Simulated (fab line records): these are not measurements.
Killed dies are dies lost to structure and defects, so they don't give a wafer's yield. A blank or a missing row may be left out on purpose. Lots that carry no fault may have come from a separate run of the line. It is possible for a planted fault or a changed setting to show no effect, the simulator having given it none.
fab line records | flow nand-harc
record lots=6 | wafers=18 | last-day=26
route steps=1159 shown A_ONON_D1@428 END@1159
lots untouched by any fault: they come from a run of this same line in which no faults occurred
start-h: hours from the record's first day to the start of the lot's first wafer shown | wait-h: hours since the lot's step before | " same as the row above | L1.1+2: several wafers, shown together as one row | - value missing, or start not given | * or withheld: withheld | < > ~ a bound
route shown NAME@n: a module of which the file shows steps, and the number in the route of the first | usual: mean and standard deviation over wafers with no fault | same: alike in all rows | chamber/n: place in a boat | sites: per-site readings | _std_site: standard deviation across them | _edge_site: outer sites' mean less inner sites' | radius-mm: how far each site lies from the wafer's centre | mask NAME#n: copy n | behind: the last tool/chamber to shape the wafer | hold: why the lot was held/for how many hours/how that ended | device: names the non-switching transistor (n, p or np) | end of line: the tests these same wafers got at the end of their route | a step without rows: its recipe alone | killed: the dies lost at the first sort to structure and to defects; this is not the yield of the wafer | map: the dies of a wafer, with x for killed, . for not killed, _ for no die there
set.NAME: the setting as run; set.NAME@STEP: as run at that earlier step | model.NAME: the simulator's own value behind a step, which no gauge read
lots at selected steps of the route; one table per step, one row per wafer
services: the hour from which a tool's chamber was out of use, counted from the record's first day as start-h (under 0 if before that day), plus the number of hours and why
## steps
# step NHARC_A_ONON_D1_DEP_06
# recipe target-thk-a=10000 | n2-flow-sccm=2750 | n2o-flow-sccm=2000 | nh3-flow-sccm=500 | sih4-flow-sccm=210 | temp-c=400
# step NHARC_A_ONON_D1_THK_MEAS_08
# recipe thk-meas-gauge=ellipsometry
# usual thk-nm=1001/14
lot.wafer | tool          | chamber | start-h | wait-h | thk-nm
L226.1    | film-metro-01 | -       | 182.39  | -      | 1000
L226.2    | "             | -       | "       | "      | 998
L226.4    | "             | -       | "       | "      | 999
L235.1    | film-metro-02 | -       | 233.12  | -      | 998
L235.5    | "             | -       | "       | "      | 997
L235.6    | "             | -       | "       | "      | 998
L236.2    | film-metro-01 | -       | 233.13  | -      | 1000
L236.4    | "             | -       | "       | "      | 998
L236.6    | "             | -       | "       | "      | 1000
L234.1    | film-metro-01 | -       | 233.45  | -      | 995
L234.2    | "             | -       | "       | "      | 999
L234.5    | "             | -       | "       | "      | 996
L241.1    | film-metro-02 | -       | 281.76  | -      | 1028
L241.4    | "             | -       | "       | "      | 1027
L241.6    | "             | -       | "       | "      | 1028
L246.3    | film-metro-02 | -       | 294.29  | -      | 998
L246.4    | "             | -       | "       | "      | 1000
L246.5    | "             | -       | "       | "      | 998
# step NHARC_A_ONON_D1_DEP_09
# recipe target-thk-a=10000 | n2-flow-sccm=2750 | n2o-flow-sccm=2000 | nh3-flow-sccm=500 | sih4-flow-sccm=210 | temp-c=400
# step NHARC_A_ONON_D1_THK_MEAS_11
# recipe thk-meas-gauge=ellipsometry
# usual thk-nm=1002/8.7
lot.wafer | tool          | chamber | start-h | wait-h | thk-nm
L226.1    | film-metro-01 | -       | 182.96  | -      | 1005
L226.2    | "             | -       | "       | "      | 1005
L226.4    | "             | -       | "       | "      | 1006
L235.1    | film-metro-02 | -       | 233.68  | -      | 994
L235.5    | "             | -       | "       | "      | 992
L235.6    | "             | -       | "       | "      | 994
L236.2    | film-metro-01 | -       | 233.69  | -      | 990
L236.4    | "             | -       | "       | "      | 990
L236.6    | "             | -       | "       | "      | 991
L234.1    | film-metro-01 | -       | 234.02  | -      | 1000
L234.2    | "             | -       | "       | "      | 1000
L234.5    | "             | -       | "       | "      | 999
L241.1    | film-metro-01 | -       | 282.32  | -      | 1011
L241.4    | "             | -       | "       | "      | 1010
L241.6    | "             | -       | "       | "      | 1010
L246.3    | film-metro-01 | -       | 294.85  | -      | 1011
L246.4    | "             | -       | "       | "      | 1011
L246.5    | "             | -       | "       | "      | 1012
# step NHARC_A_ONON_D1_DEP_12
# recipe target-thk-a=10000 | n2-flow-sccm=2750 | n2o-flow-sccm=2000 | nh3-flow-sccm=500 | sih4-flow-sccm=210 | temp-c=400
# step NHARC_A_ONON_D1_THK_MEAS_14
# recipe thk-meas-gauge=ellipsometry
# usual thk-nm=1000/8.6
lot.wafer | tool          | chamber | start-h | wait-h | thk-nm
L226.1    | film-metro-02 | -       | 183.53  | -      | 996
L226.2    | "             | -       | "       | "      | 996
L226.4    | "             | -       | "       | "      | 996
L235.1    | film-metro-02 | -       | 234.25  | -      | 1000
L235.5    | "             | -       | "       | "      | 998
L235.6    | "             | -       | "       | "      | 999
L236.2    | film-metro-02 | -       | 234.26  | -      | 1006
L236.4    | "             | -       | "       | "      | 1003
L236.6    | "             | -       | "       | "      | 1005
L234.1    | film-metro-02 | -       | 234.59  | -      | 1007
L234.2    | "             | -       | "       | "      | 1009
L234.5    | "             | -       | "       | "      | 1010
L241.1    | film-metro-02 | -       | 282.89  | -      | 985
L241.4    | "             | -       | "       | "      | 985
L241.6    | "             | -       | "       | "      | 986
L246.3    | film-metro-01 | -       | 295.42  | -      | 1008
L246.4    | "             | -       | "       | "      | 1009
L246.5    | "             | -       | "       | "      | 1008
# step NHARC_A_ONON_D1_ANNEAL_15
# recipe temp-c=750 | time-s=3600
# step NHARC_A_ONON_D1_DEP_16
# recipe target-thk-a=10000 | n2-flow-sccm=2750 | n2o-flow-sccm=2000 | nh3-flow-sccm=500 | sih4-flow-sccm=210 | temp-c=400
# step NHARC_A_ONON_D1_THK_MEAS_18
# recipe thk-meas-gauge=ellipsometry
# usual thk-nm=1003/11
lot.wafer | tool          | chamber | start-h | wait-h | thk-nm
L226.1    | film-metro-01 | -       | 192.91  | -      | 1011
L226.2    | "             | -       | "       | "      | 1014
L226.4    | "             | -       | "       | "      | 1013
L236.2    | film-metro-01 | -       | 242.11  | -      | 989
L236.4    | "             | -       | "       | "      | 989
L236.6    | "             | -       | "       | "      | 987
L235.1    | film-metro-02 | -       | 242.11  | -      | 994
L235.5    | "             | -       | "       | "      | 996
L235.6    | "             | -       | "       | "      | 993
L234.1    | film-metro-01 | -       | 242.46  | -      | 1023
L234.2    | "             | -       | "       | "      | 1021
L234.5    | "             | -       | "       | "      | 1021
L241.1    | film-metro-02 | -       | 290.01  | -      | 1002
L241.4    | "             | -       | "       | "      | 999
L241.6    | "             | -       | "       | "      | 999
L246.3    | film-metro-02 | -       | 303.82  | -      | 1002
L246.4    | "             | -       | "       | "      | 1003
L246.5    | "             | -       | "       | "      | 1001
# step NHARC_A_ONON_D1_DEP_19
# recipe target-thk-a=10000 | n2-flow-sccm=2750 | n2o-flow-sccm=2000 | nh3-flow-sccm=500 | sih4-flow-sccm=210 | temp-c=400
# step NHARC_A_ONON_D1_THK_MEAS_21
# recipe thk-meas-gauge=ellipsometry
# usual thk-nm=998/8.2
lot.wafer | tool          | chamber | start-h | wait-h | thk-nm
L226.1    | film-metro-01 | -       | 193.48  | -      | 991
L226.2    | "             | -       | "       | "      | 992
L226.4    | "             | -       | "       | "      | 991
L236.2    | film-metro-02 | -       | 242.68  | -      | 999
L236.4    | "             | -       | "       | "      | 1000
L236.6    | "             | -       | "       | "      | 1000
L235.1    | film-metro-01 | -       | 242.81  | -      | 1003
L235.5    | "             | -       | "       | "      | 1001
L235.6    | "             | -       | "       | "      | 1003
L234.1    | film-metro-02 | -       | 243.03  | -      | 988
L234.2    | "             | -       | "       | "      | 987
L234.5    | "             | -       | "       | "      | 986
L241.1    | film-metro-02 | -       | 290.58  | -      | 1005
L241.4    | "             | -       | "       | "      | 1005
L241.6    | "             | -       | "       | "      | 1005
L246.3    | film-metro-02 | -       | 304.39  | -      | 1004
L246.4    | "             | -       | "       | "      | 1000
L246.5    | "             | -       | "       | "      | 1002
# step NHARC_A_ONON_D1_DEP_22
# recipe target-thk-a=10000 | n2-flow-sccm=2750 | n2o-flow-sccm=2000 | nh3-flow-sccm=500 | sih4-flow-sccm=210 | temp-c=400
lot.wafer  | tool          | chamber | start-h | wait-h
L226.1+2+4 | pecvd-onon-04 | 0       | 193.53  | 0.1
L236.2+4+6 | pecvd-onon-01 | 0       | 242.79  | 0.1
L235.1+5+6 | pecvd-onon-02 | 0       | 242.87  | 0.1
L234.1+2+5 | pecvd-onon-01 | 0       | 243.09  | 0.1
L241.1+4+6 | pecvd-onon-02 | 0       | 290.63  | 0.1
L246.3+4+5 | pecvd-onon-01 | 0       | 304.56  | 0.2
# step NHARC_A_ONON_D1_THK_MEAS_24
# recipe thk-meas-gauge=ellipsometry
# usual thk-nm=999/7.9
lot.wafer | tool          | chamber | start-h | wait-h | thk-nm
L226.1    | film-metro-01 | -       | 194.04  | -      | 995
L226.2    | "             | -       | "       | "      | 996
L226.4    | "             | -       | "       | "      | 994
L236.2    | film-metro-02 | -       | 243.25  | -      | 1505
L236.4    | "             | -       | "       | "      | 1505
L236.6    | "             | -       | "       | "      | 1505
L235.1    | film-metro-02 | -       | 243.38  | -      | 1022
L235.5    | "             | -       | "       | "      | 1022
L235.6    | "             | -       | "       | "      | 1024
L234.1    | film-metro-01 | -       | 243.60  | -      | 1509
L234.2    | "             | -       | "       | "      | 1510
L234.5    | "             | -       | "       | "      | 1509
L241.1    | film-metro-01 | -       | 291.14  | -      | 998
L241.4    | "             | -       | "       | "      | 1001
L241.6    | "             | -       | "       | "      | 999
L246.3    | film-metro-02 | -       | 304.96  | -      | 992
L246.4    | "             | -       | "       | "      | 989
L246.5    | "             | -       | "       | "      | 991
# step NHARC_A_ONON_D1_DEP_25
# recipe target-thk-a=10000 | n2-flow-sccm=2750 | n2o-flow-sccm=2000 | nh3-flow-sccm=500 | sih4-flow-sccm=210 | temp-c=400
# step NHARC_END_SORT_01
# recipe temp-c=25
# usual killed-at-array=27/12 | killed-at-other=0.9/1.1 | killed-at-periphery=3.2/2.4 | killed-dies=31/12 | killed-open=3.3/1.7 | killed-short=2.0/1.6
# same gross-dies=677
lot.wafer | tool      | chamber | start-h | wait-h | killed-at-array | killed-at-other | killed-at-periphery | killed-dies | killed-open | killed-short
L234.1    | prober-02 | 0       | 579.01  | 2.5    | 672             | 0               | 5                   | 677         | 4           | 1
L234.2    | prober-02 | 0       | 579.82  | 2.8    | 672             | 0               | 5                   | 677         | 1           | 3
L234.5    | prober-02 | 0       | 582.25  | 3.7    | 676             | 0               | 1                   | 677         | 5           | 0
L236.2    | prober-01 | 0       | 579.92  | 2.8    | 675             | 1               | 1                   | 677         | 2           | 2
L236.4    | prober-01 | 0       | 581.54  | 3.4    | 675             | 0               | 2                   | 677         | 4           | 4
L236.6    | prober-01 | 0       | 583.15  | 4.0    | 675             | 1               | 1                   | 677         | 3           | 2
# killed by level:class
L234.1 A_ONON_D1:area-dep=626 A_CHANNEL_HOLE_D1:chamber-film-flake=20 A_SLIT:chamber-film-flake=15 A_STAIRCASE:chamber-film-flake=4 A_CHANNEL_FILL_D1:chamber-film-flake=2 A_CONTACT:chamber-film-flake=2 P_CONTACT:geometric-particle:open=1 P_M0:geometric-particle:open=1
L234.2 A_ONON_D1:area-dep=632 A_CHANNEL_HOLE_D1:chamber-film-flake=19 A_SLIT:chamber-film-flake=10 A_STAIRCASE:chamber-film-flake=6 P_GATE:chamber-film-flake=3 A_ONON_D1:geometric-particle:short=2 P_M1:geometric-particle:open=1 A_CHANNEL_FILL_D1:geometric-particle:short=1
L236.2 A_ONON_D1:area-dep=656 A_CHANNEL_HOLE_D1:chamber-film-flake=15 A_WL_FILL:geometric-particle:short=2 P_CONTACT:geometric-particle:open=1 A_BLC:geometric-particle:open=1 A_CONTACT:chamber-film-flake=1 THIN_TSV:chamber-film-flake=1
L236.4 A_ONON_D1:area-dep=640 A_CHANNEL_HOLE_D1:chamber-film-flake=23 A_CONTACT:geometric-particle:open=3 A_CONTACT:chamber-film-flake=3 A_STAIRCASE:chamber-film-flake=2 P_GATE:geometric-particle:short=1 P_M0:geometric-particle:short=1 A_CHANNEL_HOLE_D1:geometric-particle:open=1
L234.5 A_ONON_D1:area-dep=638 A_CHANNEL_HOLE_D1:chamber-film-flake=20 A_SLIT:chamber-film-flake=10 A_STAIRCASE:chamber-film-flake=4 A_CONTACT:geometric-particle:open=3 P_M1:geometric-particle:open=1 A_M0:geometric-particle:open=1
L236.6 A_ONON_D1:area-dep=649 A_CHANNEL_HOLE_D1:chamber-film-flake=19 A_SGD_CUT:geometric-particle:open=2 A_STAIRCASE:chamber-film-flake=2 A_CONTACT:chamber-film-flake=2 P_M0:geometric-particle:open=1 A_CONTACT:geometric-particle:short=1 STARTING-WAFER:geometric-particle:short=1
# map L234.1 (x killed, . not)
____________x____________
_________xxxxxxx_________
_______xxxxxxxxxxx_______
______xxxxxxxxxxxxx______
_____xxxxxxxxxxxxxxx_____
____xxxxxxxxxxxxxxxxx____
____xxxxxxxxxxxxxxxxx____
___xxxxxxxxxxxxxxxxxxx___
___xxxxxxxxxxxxxxxxxxx___
__xxxxxxxxxxxxxxxxxxxxx__
__xxxxxxxxxxxxxxxxxxxxx__
_xxxxxxxxxxxxxxxxxxxxxxx_
_xxxxxxxxxxxxxxxxxxxxxxx_
_xxxxxxxxxxxxxxxxxxxxxxx_
_xxxxxxxxxxxxxxxxxxxxxxx_
_xxxxxxxxxxxxxxxxxxxxxxx_
xxxxxxxxxxxxxxxxxxxxxxxxx
xxxxxxxxxxxxxxxxxxxxxxxxx
xxxxxxxxxxxxxxxxxxxxxxxxx
xxxxxxxxxxxxxxxxxxxxxxxxx
xxxxxxxxxxxxxxxxxxxxxxxxx
_xxxxxxxxxxxxxxxxxxxxxxx_
_xxxxxxxxxxxxxxxxxxxxxxx_
_xxxxxxxxxxxxxxxxxxxxxxx_
_xxxxxxxxxxxxxxxxxxxxxxx_
_xxxxxxxxxxxxxxxxxxxxxxx_
__xxxxxxxxxxxxxxxxxxxxx__
__xxxxxxxxxxxxxxxxxxxxx__
___xxxxxxxxxxxxxxxxxxx___
___xxxxxxxxxxxxxxxxxxx___
____xxxxxxxxxxxxxxxxx____
____xxxxxxxxxxxxxxxxx____
_____xxxxxxxxxxxxxxx_____
______xxxxxxxxxxxxx______
_______xxxxxxxxxxx_______
_________xxxxxxx_________
____________x____________
# map L236.2 (x killed, . not)
____________x____________
_________xxxxxxx_________
_______xxxxxxxxxxx_______
______xxxxxxxxxxxxx______
_____xxxxxxxxxxxxxxx_____
____xxxxxxxxxxxxxxxxx____
____xxxxxxxxxxxxxxxxx____
___xxxxxxxxxxxxxxxxxxx___
___xxxxxxxxxxxxxxxxxxx___
__xxxxxxxxxxxxxxxxxxxxx__
__xxxxxxxxxxxxxxxxxxxxx__
_xxxxxxxxxxxxxxxxxxxxxxx_
_xxxxxxxxxxxxxxxxxxxxxxx_
_xxxxxxxxxxxxxxxxxxxxxxx_
_xxxxxxxxxxxxxxxxxxxxxxx_
_xxxxxxxxxxxxxxxxxxxxxxx_
xxxxxxxxxxxxxxxxxxxxxxxxx
xxxxxxxxxxxxxxxxxxxxxxxxx
xxxxxxxxxxxxxxxxxxxxxxxxx
xxxxxxxxxxxxxxxxxxxxxxxxx
xxxxxxxxxxxxxxxxxxxxxxxxx
_xxxxxxxxxxxxxxxxxxxxxxx_
_xxxxxxxxxxxxxxxxxxxxxxx_
_xxxxxxxxxxxxxxxxxxxxxxx_
_xxxxxxxxxxxxxxxxxxxxxxx_
_xxxxxxxxxxxxxxxxxxxxxxx_
__xxxxxxxxxxxxxxxxxxxxx__
__xxxxxxxxxxxxxxxxxxxxx__
___xxxxxxxxxxxxxxxxxxx___
___xxxxxxxxxxxxxxxxxxx___
____xxxxxxxxxxxxxxxxx____
____xxxxxxxxxxxxxxxxx____
_____xxxxxxxxxxxxxxx_____
______xxxxxxxxxxxxx______
_______xxxxxxxxxxx_______
_________xxxxxxx_________
____________x____________
## services
tool          | chamber | start-h | hours | kind
pecvd-onon-01 | -       | 195.20  | 13.0  | pm
pecvd-onon-04 | -       | 237.12  | 13.0  | pm
pecvd-onon-02 | -       | 292.11  | 13.0  | pm
## key
first-sign step=NHARC_A_ONON_D1_THK_MEAS_24 | reading=thk-nm | direction=up | sigmas=65 | usual=999 | struck=1507
effect step=NHARC_END_SORT_01 | reading=killed-at-array | direction=up | sigmas=56 | usual=27 | struck=674
more-kills-born-at NHARC_A_ONON_D1_DEP_22@pecvd-onon-01=3841
met-at NHARC_A_ONON_D1_DEP_22
struck-wafers L234.1,L234.2,L234.5,L236.2,L236.4,L236.6
later-rows-left-out L234.1,L234.2,L234.5,L236.2,L236.4,L236.6
tester-left-out L234,L236
fault kind=process-parameter-drift | tool=pecvd-onon-01 | chamber=- | onset-h=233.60 | steps=NHARC_A_ONON_D1_DEP_22 | channel=target-thk-a | offset=* | shape=step | end-h=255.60 | acts-in=* | stated=*
# tester-left-out: of these lots the tester's yield and bins aren't shown, on N5 and GAA mostly nor the transistor test; their killed dies are dies lost to structure and defects alone, not to doping, threshold or leakage, so they don't give the yield
# later-rows-left-out: the simulator's readings of these wafers behind a module that went badly wrong aren't trusted and aren't shown, but for the sort
